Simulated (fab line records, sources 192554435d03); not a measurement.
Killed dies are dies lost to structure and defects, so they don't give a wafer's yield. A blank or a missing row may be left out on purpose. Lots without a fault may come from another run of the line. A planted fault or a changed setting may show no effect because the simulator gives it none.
Chamber matching | flow n5_finfet | N5_BEOL_M4_DEP_57 on pecvd-02: 3 sister chambers
The step deposits SiCN from 3MS/NH3, target thk 8 nm, time 14 s. 14 wafers are shown with their chamber, then 7 later ones without.

WAFERS WITH THEIR CHAMBER
wafer  | chamber | showerhead_plenum_p_Torr (Torr) | throttle_valve_pct (%)
L076.4 | 2       | 3.678                           | 8.9
L076.5 | 0       | 3.653                           | 8.7
L076.6 | 1       | 3.672                           | 8.5
L077.2 | 0       | 3.657                           | 8.7
L077.3 | 2       | 3.669                           | 8.7
L077.4 | 1       | 3.669                           | 8.6
L080.2 | 2       | 3.673                           | 8.6
L080.5 | 0       | 3.657                           | 8.5
L080.6 | 2       | 3.674                           | 8.8
L083.2 | 1       | 3.667                           | 8.1
L083.3 | 2       | 3.681                           | 9.1
L083.6 | 0       | 3.657                           | 9.1
L088.1 | 0       | 3.658                           | 9.1
L088.2 | 2       | 3.666                           | 8.9

SIGNATURES (means of the wafers above)
reading                  | chamber 0 | chamber 1 | chamber 2 | scatter within a chamber
showerhead_plenum_p_Torr | 3.65640   | 3.66933   | 3.67350   | 0.00406
throttle_valve_pct       | 8.820     | 8.400     | 8.833     | 0.23
Rule: a wafer's distance from a chamber is the root of the sum, over the readings, of the square of ((its reading less the chamber's mean) divided by the reading's scatter). The wafer belongs to the nearest chamber; if the next one is less than 2 further off, it can't be placed. The scatter: the root of (the sum of the squares of (reading less its chamber's mean) over the shown wafers, divided by (wafers less chambers)).

WAFERS WITHOUT THEIR CHAMBER
wafer  | showerhead_plenum_p_Torr (Torr) | throttle_valve_pct (%)
L088.3 | 3.669                           | 8.4
L093.1 | 3.663                           | 8.7
L093.3 | 3.671                           | 9.2
L093.6 | 3.662                           | 8.7
L096.1 | 3.681                           | 8.9
L096.3 | 3.665                           | 8.3
L096.4 | 3.652                           | 8.7

WHICH CHAMBER EACH WENT THROUGH
wafer  | from the rows above          | in truth
L088.3 | 1                            | 1
L093.1 | can't be placed: 0 or 1 or 2 | 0
L093.3 | can't be placed: 2 or 1      | 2
L093.6 | can't be placed: 0 or 1 or 2 | 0
L096.1 | can't be placed: 2 or 1      | 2
L096.3 | can't be placed: 1 or 0 or 2 | 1
L096.4 | 0                            | 0
Placed correctly: 2 of 7. Can't be placed from these rows: 5 (the true chamber is among the candidates in 5). Placed wrongly: 0.
